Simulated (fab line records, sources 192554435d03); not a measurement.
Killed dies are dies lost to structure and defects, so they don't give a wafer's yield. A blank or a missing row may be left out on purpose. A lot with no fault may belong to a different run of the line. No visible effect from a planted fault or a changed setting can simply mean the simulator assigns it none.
The tool behind it: which one? / flow n5 finfet / 10 lots, 29 wafers sampled, at 5 steps of a route of 1938

WHAT THE GAUGES SHOWED, per wafer
N5_BEOL_M4_RC_MEAS_101. Usual: DIBL_N 36.5 mV/V, standard deviation 2.1; DIBL_P 36.6 mV/V, standard deviation 2.6; IOFF_N 0.17 nA/um, standard deviation 0.044; IOFF_P 0.21 nA/um, standard deviation 0.048; ION_N 674 uA/um, standard deviation 17; ION_P 462 uA/um, standard deviation 9.5; SS_N 71.6 mV/dec, standard deviation 0.77; SS_P 73.5 mV/dec, standard deviation 0.72; VT_N 250 mV, standard deviation 4.2; VT_P -250 mV, standard deviation 3.9.
lot=L576; measured=day 10 01:57; on=prober-02; DIBL_N (mV/V)=33.3 38.8 31.5; DIBL_P (mV/V)=32.4 39.3 30.2; IOFF_N (nA/um)=0.09 0.19 0.08; IOFF_P (nA/um)=0.16 0.26 0.13; ION_N (uA/um)=644 676 636; ION_P (uA/um)=452 469 452; SS_N (mV/dec)=70.7 71.5 70.1; SS_P (mV/dec)=71.9 74.8 72.3; VT_N (mV)=259 250 262; VT_P (mV)=-254 -247 -256; flag=
lot=L579; measured=day 10 06:04; on=prober-01; DIBL_N (mV/V)=41.7 34.2 40.5; DIBL_P (mV/V)=40.4 32.3 40.5; IOFF_N (nA/um)=0.31 0.13 0.29; IOFF_P (nA/um)=0.35 0.19 0.34; ION_N (uA/um)=707 678 703; ION_P (uA/um)=476 467 475; SS_N (mV/dec)=73.8 70.7 72.2; SS_P (mV/dec)=74.9 72.7 74.8; VT_N (mV)=241 251 241; VT_P (mV)=-242 -250 -243; flag=
lot=L584; measured=day 11 12:14; on=prober-01; DIBL_N (mV/V)=36.6 36.9; DIBL_P (mV/V)=35.0 35.7; IOFF_N (nA/um)=0.16 0.18; IOFF_P (nA/um)=0.21 0.22; ION_N (uA/um)=691 697; ION_P (uA/um)=467 473; SS_N (mV/dec)=71.0 71.7; SS_P (mV/dec)=73.7 73.7; VT_N (mV)=253 249; VT_P (mV)=-253 -250; flag=
lot=L581; measured=day 11 21:37; on=prober-01; DIBL_N (mV/V)=39.1 37.9 34.6; DIBL_P (mV/V)=39.4 39.1 33.8; IOFF_N (nA/um)=0.21 0.18 0.12; IOFF_P (nA/um)=0.24 0.23 0.17; ION_N (uA/um)=694 666 664; ION_P (uA/um)=469 461 457; SS_N (mV/dec)=72.9 72.4 70.8; SS_P (mV/dec)=74.1 73.7 73.6; VT_N (mV)=247 250 255; VT_P (mV)=-248 -251 -254; flag=
lot=L585; measured=day 12 06:16; on=prober-01; DIBL_N (mV/V)=37.4 37.1 35.6; DIBL_P (mV/V)=37.5 36.5 34.6; IOFF_N (nA/um)=0.16 0.14 0.12; IOFF_P (nA/um)=0.22 0.21 0.18; ION_N (uA/um)=680 658 665; ION_P (uA/um)=464 465 464; SS_N (mV/dec)=71.7 72.3 71.1; SS_P (mV/dec)=73.9 73.2 72.7; VT_N (mV)=251 254 255; VT_P (mV)=-249 -248 -251; flag=
lot=L586; measured=day 12 11:43; on=prober-01; DIBL_N (mV/V)=37.5 33.3 39.0; DIBL_P (mV/V)=38.5 34.1 39.8; IOFF_N (nA/um)=0.20 0.12 0.23; IOFF_P (nA/um)=0.23 0.17 0.25; ION_N (uA/um)=679 659 682; ION_P (uA/um)=457 454 466; SS_N (mV/dec)=71.9 70.4 72.8; SS_P (mV/dec)=74.0 72.7 74.5; VT_N (mV)=246 252 246; VT_P (mV)=-251 -254 -247; flag=
lot=L589; measured=day 12 13:56; on=prober-02; DIBL_N (mV/V)=34.3 36.0 36.1; DIBL_P (mV/V)=33.9 37.2 37.2; IOFF_N (nA/um)=0.12 0.16 0.15; IOFF_P (nA/um)=0.15 0.21 0.21; ION_N (uA/um)=659 688 662; ION_P (uA/um)=451 466 455; SS_N (mV/dec)=71.0 71.6 71.7; SS_P (mV/dec)=73.1 73.3 74.1; VT_N (mV)=258 249 251; VT_P (mV)=-258 -253 -253; flag=
lot=L588; measured=day 13 00:13; on=prober-01; DIBL_N (mV/V)=38.7 38.1 36.4; DIBL_P (mV/V)=38.6 38.9 36.6; IOFF_N (nA/um)=0.21 0.21 0.16; IOFF_P (nA/um)=0.25 0.25 0.21; ION_N (uA/um)=703 696 677; ION_P (uA/um)=473 480 455; SS_N (mV/dec)=71.7 71.5 70.9; SS_P (mV/dec)=74.1 73.7 73.3; VT_N (mV)=243 244 248; VT_P (mV)=-249 -248 -250; flag=
lot=L587; measured=day 13 12:01; on=prober-02; DIBL_N (mV/V)=37.6 33.3 38.7; DIBL_P (mV/V)=39.6 33.2 41.4; IOFF_N (nA/um)=0.18 0.12 0.20; IOFF_P (nA/um)=0.24 0.15 0.28; ION_N (uA/um)=667 664 664; ION_P (uA/um)=456 453 460; SS_N (mV/dec)=72.1 70.7 72.3; SS_P (mV/dec)=74.0 72.2 74.4; VT_N (mV)=250 253 247; VT_P (mV)=-249 -255 -250; flag=
lot=L598; measured=day 15 13:25; on=prober-01; DIBL_N (mV/V)=34.9 37.3 35.3; DIBL_P (mV/V)=36.2 38.6 35.4; IOFF_N (nA/um)=0.12 0.16 0.13; IOFF_P (nA/um)=0.17 0.21 0.16; ION_N (uA/um)=664 671 666; ION_P (uA/um)=459 469 453; SS_N (mV/dec)=71.3 71.8 71.5; SS_P (mV/dec)=73.3 74.0 72.8; VT_N (mV)=257 252 255; VT_P (mV)=-256 -251 -258; flag=

N5_PASSIVATION_INSPECT_67: inspects for defects (macro). Usual: 2.1 for raw defect count, sd 1.4.
lot=L576; measured=day 14 03:50; on=defect inspect-01; raw defect count=5 3 1; flag=
lot=L579; measured=day 14 16:47; on=defect inspect-02; raw defect count=4 1 2; flag=
lot=L584; measured=day 15 08:13; on=defect inspect-02; raw defect count=4 4; flag=
lot=L581; measured=day 15 23:14; on=defect inspect-01; raw defect count=0 1 0; flag=
lot=L585; measured=day 16 12:32; on=defect inspect-01; raw defect count=0 2 0; flag=
lot=L586; measured=day 17 01:36; on=defect inspect-02; raw defect count=1 4 2; flag=
lot=L589; measured=day 17 12:24; on=defect inspect-02; raw defect count=4 2 2; flag=
lot=L588; measured=day 17 14:07; on=defect inspect-01; raw defect count=1 1; flag=
lot=L587; measured=day 18 08:31; on=defect inspect-02; raw defect count=1; flag=
lot=L598; measured=day 20 19:08; on=defect inspect-02; raw defect count=0 2 1; flag=

WHICH TOOL RAN EACH LOT (tool, then ch and the chambers of the sampled wafers, then the start)
lot=L576; N5_MIM_TOP_ETCH_ETCH_00=rie metal-03 ch 0,1, day 13 20:52; N5_PASSIVATION_ETCH_15=rie diel-03 ch 1,2, day 14 02:37 or earlier; N5_PASSIVATION_STRIP_34=rie diel-05 ch 0,3, day 14 02:37
lot=L579; N5_MIM_TOP_ETCH_ETCH_00=rie metal-02 ch 0,1, day 14 11:07; N5_PASSIVATION_ETCH_15=rie diel-02 ch 0,2,3, day 14 15:41 or earlier; N5_PASSIVATION_STRIP_34=rie diel-05 ch 0,2,3, day 14 15:41
lot=L584; N5_MIM_TOP_ETCH_ETCH_00=rie metal-03 ch 0,1, day 15 00:39; N5_PASSIVATION_ETCH_15=rie diel-02 ch 0, day 15 07:03 or earlier; N5_PASSIVATION_STRIP_34=rie diel-04 ch 3, day 15 07:03
lot=L581; N5_MIM_TOP_ETCH_ETCH_00=rie metal-02 ch 0,1, day 15 13:56; N5_PASSIVATION_ETCH_15=rie diel-02 ch 0,1,2, day 15 21:56 or earlier; N5_PASSIVATION_STRIP_34=rie diel-05 ch 1,2, day 15 21:56
lot=L585; N5_MIM_TOP_ETCH_ETCH_00=rie metal-02 ch 0, day 16 05:50; N5_PASSIVATION_ETCH_15=rie diel-02 ch 0,1, day 16 11:18 or earlier; N5_PASSIVATION_STRIP_34=rie diel-05 ch 2,3, day 16 11:18
lot=L586; N5_MIM_TOP_ETCH_ETCH_00=rie metal-03 ch 0,1, day 16 10:03; N5_PASSIVATION_ETCH_15=rie diel-06 ch 0,1, day 17 00:30 or earlier; N5_PASSIVATION_STRIP_34=rie diel-04 ch 0,3, day 17 00:30
lot=L589; N5_MIM_TOP_ETCH_ETCH_00=rie metal-03 ch 0,1, day 17 01:52; N5_PASSIVATION_ETCH_15=rie diel-02 ch 0,2,3, day 17 11:18 or earlier; N5_PASSIVATION_STRIP_34=rie diel-01 ch 1,2,3, day 17 11:18
lot=L588; N5_MIM_TOP_ETCH_ETCH_00=rie metal-03 ch 0,1, day 17 04:13; N5_PASSIVATION_ETCH_15=rie diel-02 ch 0,2, day 17 12:53 or earlier; N5_PASSIVATION_STRIP_34=rie diel-04 ch 2, day 17 12:53
lot=L587; N5_MIM_TOP_ETCH_ETCH_00=rie metal-03 ch 1, day 17 23:17; N5_PASSIVATION_ETCH_15=rie diel-06 ch 1, day 18 07:19 or earlier; N5_PASSIVATION_STRIP_34=rie diel-04 ch 0, day 18 07:19
lot=L598; N5_MIM_TOP_ETCH_ETCH_00=rie metal-02 ch 0,1, day 20 11:59; N5_PASSIVATION_ETCH_15=rie diel-03 ch 1,2,3, day 20 17:54 or earlier; N5_PASSIVATION_STRIP_34=rie diel-05 ch 0,1,2, day 20 17:54
- N5_MIM_TOP_ETCH_ETCH_00: etches TiN in Cl2/BCl3, target depth 38.5 nm.
- N5_PASSIVATION_ETCH_15: etches SiCN in CF4/N2, target depth 75 nm, time 81.2 s.
- N5_PASSIVATION_STRIP_34: strips in O2.

AS READ BY THE TOOLS THEMSELVES (means over the sampled wafers that have a number; for cases with no such wafer, the mark the record gives instead)
N5_MIM_TOP_ETCH_ETCH_00. Usual: bias w 126.1 W, standard deviation 0.41; drypump motor current A 5.65 A, standard deviation 0.15; oes product au 0.83 a.u., standard deviation 0.065; throttle valve pct 22.74 %, standard deviation 0.16.
lot=L576; tool=rie metal-03; bias w (W)=126.3; drypump motor current A (A)=5.71; oes product au (a.u.)=0.94; throttle valve pct (%)=22.77; flag=
lot=L579; tool=rie metal-02; bias w (W)=126.1; drypump motor current A (A)=5.48; oes product au (a.u.)=0.78; throttle valve pct (%)=22.62; flag=
lot=L584; tool=rie metal-03; bias w (W)=126.2; drypump motor current A (A)=5.73; oes product au (a.u.)=0.91; throttle valve pct (%)=22.77; flag=
lot=L581; tool=rie metal-02; bias w (W)=126.5; drypump motor current A (A)=5.43; oes product au (a.u.)=0.76; throttle valve pct (%)=22.62; flag=
lot=L585; tool=rie metal-02; bias w (W)=126.0; drypump motor current A (A)=5.64; oes product au (a.u.)=0.76; throttle valve pct (%)=22.47; flag=
lot=L586; tool=rie metal-03; bias w (W)=126.3; drypump motor current A (A)=5.72; oes product au (a.u.)=0.89; throttle valve pct (%)=22.78; flag=
lot=L589; tool=rie metal-03; bias w (W)=126.3; drypump motor current A (A)=5.72; oes product au (a.u.)=0.87; throttle valve pct (%)=22.78; flag=
lot=L588; tool=rie metal-03; bias w (W)=126.2; drypump motor current A (A)=5.70; oes product au (a.u.)=0.84; throttle valve pct (%)=22.79; flag=
lot=L587; tool=rie metal-03; bias w (W)=126.4; drypump motor current A (A)=5.74; oes product au (a.u.)=0.77; throttle valve pct (%)=22.79; flag=
lot=L598; tool=rie metal-02; bias w (W)=125.4; drypump motor current A (A)=5.55; oes product au (a.u.)=0.74; throttle valve pct (%)=22.56; flag=

N5_PASSIVATION_ETCH_15. Usual: bias w 69.99 W, standard deviation 0.22; drypump motor current A 5.6 A, standard deviation 0.32; oes product au 0.79 a.u., standard deviation 0.082; rf vpp V 382.1 V, standard deviation 2.1; showerhead plenum p Torr 2.20 Torr, standard deviation 0.078; throttle valve pct 15.43 %, standard deviation 0.22.
lot=L576; tool=rie diel-03; bias w (W)=69.86; drypump motor current A (A)=6.1; oes product au (a.u.)=0.82; rf vpp V (V)=381.6; showerhead plenum p Torr (Torr)=2.21; throttle valve pct (%)=15.39; flag=
lot=L579; tool=rie diel-02; bias w (W)=70.25; drypump motor current A (A)=5.5; oes product au (a.u.)=0.73; rf vpp V (V)=381.1; showerhead plenum p Torr (Torr)=2.12; throttle valve pct (%)=15.54; flag=
lot=L584; tool=rie diel-02; bias w (W)=69.87; drypump motor current A (A)=5.5; oes product au (a.u.)=0.76; rf vpp V (V)=379.3; showerhead plenum p Torr (Torr)=2.12; throttle valve pct (%)=15.38; flag=
lot=L581; tool=rie diel-02; bias w (W)=69.76; drypump motor current A (A)=5.5; oes product au (a.u.)=0.76; rf vpp V (V)=382.3; showerhead plenum p Torr (Torr)=2.20; throttle valve pct (%)=15.43; flag=
lot=L585; tool=rie diel-02; bias w (W)=69.97; drypump motor current A (A)=5.5; oes product au (a.u.)=0.79; rf vpp V (V)=382.6; showerhead plenum p Torr (Torr)=2.25; throttle valve pct (%)=15.34; flag=
lot=L586; tool=rie diel-06; bias w (W)=69.82; drypump motor current A (A)=5.4; oes product au (a.u.)=0.79; rf vpp V (V)=382.2; showerhead plenum p Torr (Torr)=2.19; throttle valve pct (%)=15.44; flag=
lot=L589; tool=rie diel-02; bias w (W)=70.08; drypump motor current A (A)=5.6; oes product au (a.u.)=0.79; rf vpp V (V)=382.8; showerhead plenum p Torr (Torr)=2.21; throttle valve pct (%)=15.42; flag=
lot=L588; tool=rie diel-02; bias w (W)=69.98; drypump motor current A (A)=5.5; oes product au (a.u.)=0.73; rf vpp V (V)=381.1; showerhead plenum p Torr (Torr)=2.15; throttle valve pct (%)=15.53; flag=
lot=L587; tool=rie diel-06; bias w (W)=69.84; drypump motor current A (A)=5.4; oes product au (a.u.)=0.76; rf vpp V (V)=380.9; showerhead plenum p Torr (Torr)=2.22; throttle valve pct (%)=15.60; flag=
lot=L598; tool=rie diel-03; bias w (W)=70.09; drypump motor current A (A)=5.6; oes product au (a.u.)=0.76; rf vpp V (V)=383.0; showerhead plenum p Torr (Torr)=2.23; throttle valve pct (%)=15.54; flag=

N5_PASSIVATION_STRIP_34. Usual: drypump motor current A 5.6 A, standard deviation 0.38; oes product au 0.80 a.u., standard deviation 0.098; rf vpp V 3.8 V, standard deviation 1.7; showerhead plenum p Torr 2.10 Torr, standard deviation 0.078; throttle valve pct 16.64 %, standard deviation 0.29.
lot=L576; tool=rie diel-05; drypump motor current A (A)=5.3; oes product au (a.u.)=0.86; rf vpp V (V)=2.4; showerhead plenum p Torr (Torr)=2.15; throttle valve pct (%)=16.35; flag=
lot=L579; tool=rie diel-05; drypump motor current A (A)=5.3; oes product au (a.u.)=0.85; rf vpp V (V)=2.5; showerhead plenum p Torr (Torr)=2.10; throttle valve pct (%)=16.34; flag=
lot=L584; tool=rie diel-04; drypump motor current A (A)=5.5; oes product au (a.u.)=0.71; rf vpp V (V)=3.9; showerhead plenum p Torr (Torr)=2.02; throttle valve pct (%)=16.91; flag=
lot=L581; tool=rie diel-05; drypump motor current A (A)=5.8; oes product au (a.u.)=0.78; rf vpp V (V)=2.7; showerhead plenum p Torr (Torr)=2.10; throttle valve pct (%)=16.83; flag=
lot=L585; tool=rie diel-05; drypump motor current A (A)=5.4; oes product au (a.u.)=0.89; rf vpp V (V)=3.8; showerhead plenum p Torr (Torr)=2.16; throttle valve pct (%)=16.34; flag=
lot=L586; tool=rie diel-04; drypump motor current A (A)=5.7; oes product au (a.u.)=0.72; rf vpp V (V)=4.3; showerhead plenum p Torr (Torr)=2.08; throttle valve pct (%)=16.73; flag=
lot=L589; tool=rie diel-01; drypump motor current A (A)=5.3; oes product au (a.u.)=0.80; rf vpp V (V)=3.6; showerhead plenum p Torr (Torr)=2.07; throttle valve pct (%)=16.68; flag=
lot=L588; tool=rie diel-04; drypump motor current A (A)=5.6; oes product au (a.u.)=0.80; rf vpp V (V)=4.0; showerhead plenum p Torr (Torr)=2.08; throttle valve pct (%)=16.82; flag=
lot=L587; tool=rie diel-04; drypump motor current A (A)=5.9; oes product au (a.u.)=0.72; rf vpp V (V)=4.0; showerhead plenum p Torr (Torr)=2.11; throttle valve pct (%)=16.61; flag=
lot=L598; tool=rie diel-05; drypump motor current A (A)=5.5; oes product au (a.u.)=0.80; rf vpp V (V)=5.8; showerhead plenum p Torr (Torr)=2.12; throttle valve pct (%)=16.57; flag=

THE ANSWER, worked out from the rows above alone
Rule: a lot counts as off when the mean over its wafers that have a number is more than 3 standard deviations away from the usual mean. Also off: a lot with no number at a reading for which 4 or more lots have one. The other lots that the step has rows for count as sound. Order of review: gauges by route order, followed by the tools' own readings, for which a lot's mean as printed above is used. The first step at which some lot is off is used, and at that step the reading that is off furthest; a lot without a number counts as furthest.
No lot is off at any reading shown: from this, nothing can be told.

WHAT THE SIMULATOR HAD PUT IN
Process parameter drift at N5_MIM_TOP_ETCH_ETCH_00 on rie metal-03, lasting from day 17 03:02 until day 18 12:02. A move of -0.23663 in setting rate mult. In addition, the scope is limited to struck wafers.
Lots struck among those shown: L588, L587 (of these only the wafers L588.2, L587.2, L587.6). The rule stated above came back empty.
